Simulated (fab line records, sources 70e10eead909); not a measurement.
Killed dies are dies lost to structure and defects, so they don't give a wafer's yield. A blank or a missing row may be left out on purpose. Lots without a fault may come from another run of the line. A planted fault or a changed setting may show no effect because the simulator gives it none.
Chamber matching | flow nand_harc | NHARC_A_STAIRCASE_TRIM_229 on rie_diel-12: 4 sister chambers
The step chemistry O2, time 211.2 s. 8 wafers are shown with their chamber, then 7 later ones without.

WAFERS WITH THEIR CHAMBER
wafer  | chamber | showerhead_plenum_p_Torr (Torr) | rf_vpp_V (V)
L997.3 | 1       | 3.77                            | 59.6
L100.3 | 0       | 3.80                            | 60.0
L104.5 | 2       | 3.57                            | 58.0
L106.2 | 2       | 3.56                            | 58.0
L106.3 | 1       | 3.76                            | 58.6
L106.4 | 3       | 3.67                            | 58.6
L111.4 | 3       | 3.66                            | 58.0
L111.5 | 0       | 3.79                            | 57.6

WAFERS WITHOUT THEIR CHAMBER
wafer  | showerhead_plenum_p_Torr (Torr) | rf_vpp_V (V)
L111.6 | 3.75                            | 58.7
L108.2 | 3.75                            | 58.7
L108.3 | 3.66                            | 56.9
L108.5 | 3.75                            | 57.1
L112.1 | 3.66                            | 59.0
L112.2 | 3.75                            | 59.1
L112.3 | 3.78                            | 58.1

WHICH CHAMBER EACH WENT THROUGH
wafer  | from the rows above     | in truth
L111.6 | 1                       | 1
L108.2 | 1                       | 1
L108.3 | 3                       | 3
L108.5 | 1                       | 1
L112.1 | 3                       | 3
L112.2 | 1                       | 1
L112.3 | can't be placed: 0 or 1 | 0
Placed correctly: 6 of 7. Can't be placed from these rows: 1 (the true chamber is among the candidates in 1). Placed wrongly: 0.
How it was worked out, from the rows above alone: a wafer's distance from a chamber is the root of the sum, over the readings, of the square of ((its reading less the chamber's mean) divided by the reading's scatter). The wafer belongs to the nearest chamber; if the next one is less than 2 further off, it can't be placed. A chamber's mean is the mean of its shown wafers. The scatter: the root of (the sum of the squares of (reading less its chamber's mean) over the shown wafers, divided by (wafers less chambers)).
